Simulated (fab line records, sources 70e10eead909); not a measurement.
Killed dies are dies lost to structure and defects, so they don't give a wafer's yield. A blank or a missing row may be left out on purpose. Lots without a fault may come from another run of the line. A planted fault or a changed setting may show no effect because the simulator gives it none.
Problem report in the 8D (eight disciplines) form, filled by code | flow nand_harc | the parts of the form that need people (team, actions taken, sign-off) are left out

1. THE PROBLEM
thk_nm at NHARC_A_ONON_D1_THK_MEAS_30 reads a mean of 574 nm on 3 wafers of 3 lots; wafers without a fault read 1002 nm with a standard deviation of 9.7. That is -44 standard deviations from the usual mean.
The step: measures by ellipsometry.
First seen on wafer L891.3, day 12 08:25, on film_metro-02. The record holds 43 wafers of 15 lots with a number at this step. Rule for "out", or "out of limits": more than 4 standard deviations from the usual mean. The other wafers with a number count as sound.

2. WHAT IT IS AND WHAT IT IS NOT
question                    | is                           | is not
which readings at this step | thk_nm                       | -
which lots                  | L891, L892, L894             | L883, L884, L885, L886, L888, L890, L893, L898, L900, L901, L902, L903
which wafers of those lots  | L891.3, L892.2, L894.2       | L891.4, L892.4, L892.6, L894.6
read on which gauges        | film_metro-01, film_metro-02 | -
when                        | from day 12 08:25            | up to then (19 sound wafers); but 21 sound wafers of L892, L893, L894, L898, L900, L901, L902, L903 came after

3. SUSPECTS, AND WHAT RULES EACH OUT
Counting: a tool at a process step up to the reading stays a suspect if it ran every lot that is out. Sound lots after the first of them don't rule it out here, since some wafers of a struck lot are sound.
- the gauge at NHARC_A_ONON_D1_THK_MEAS_30: ruled out. The wafers that are out were read on 2 gauges (film_metro-01, film_metro-02).
- pecvd_onon-03 at NHARC_A_ONON_D1_DEP_28 (target thk 1000 nm): kept. It ran every lot that is out, first L891 (day 12 08:01); its last sound lot up to then is L888 (day 10 04:16).
Left after counting: pecvd_onon-03 at NHARC_A_ONON_D1_DEP_28.

4. THE CAUSE (what the simulator had put in)
Process parameter drift: pecvd_onon-03, from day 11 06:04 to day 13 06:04, at NHARC_A_ONON_D1_DEP_28. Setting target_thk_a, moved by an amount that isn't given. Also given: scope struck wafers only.
Counting left only this tool.

5. THE CHAIN OF EFFECTS, in route order
Each row: a reading whose mean over the struck wafers that have a number lies more than 3 standard deviations from the usual. Only readings for which the record gives a usual standard deviation are gone through. hours: the time from each lot's start at the first step in this table that gives one to its start at this step, as a median over the lots. sigmas: the change in usual standard deviations.
hours | step                        | reading | usual   | on struck wafers | change | sigmas
0     | NHARC_A_ONON_D1_THK_MEAS_30 | thk_nm  | 1002 nm | 574              | -428   | -44

6. WHAT WOULD HAVE CAUGHT IT SOONER
In this record the first reading out of limits at a measuring or inspecting step was taken at day 12 08:25, 26 hours after the fault began at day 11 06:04.
Of the lots that are out (3), L894 began NHARC_A_ONON_D1_DEP_28 on pecvd_onon-03 after day 12 08:25. A hold on the tool at that time would have spared it.
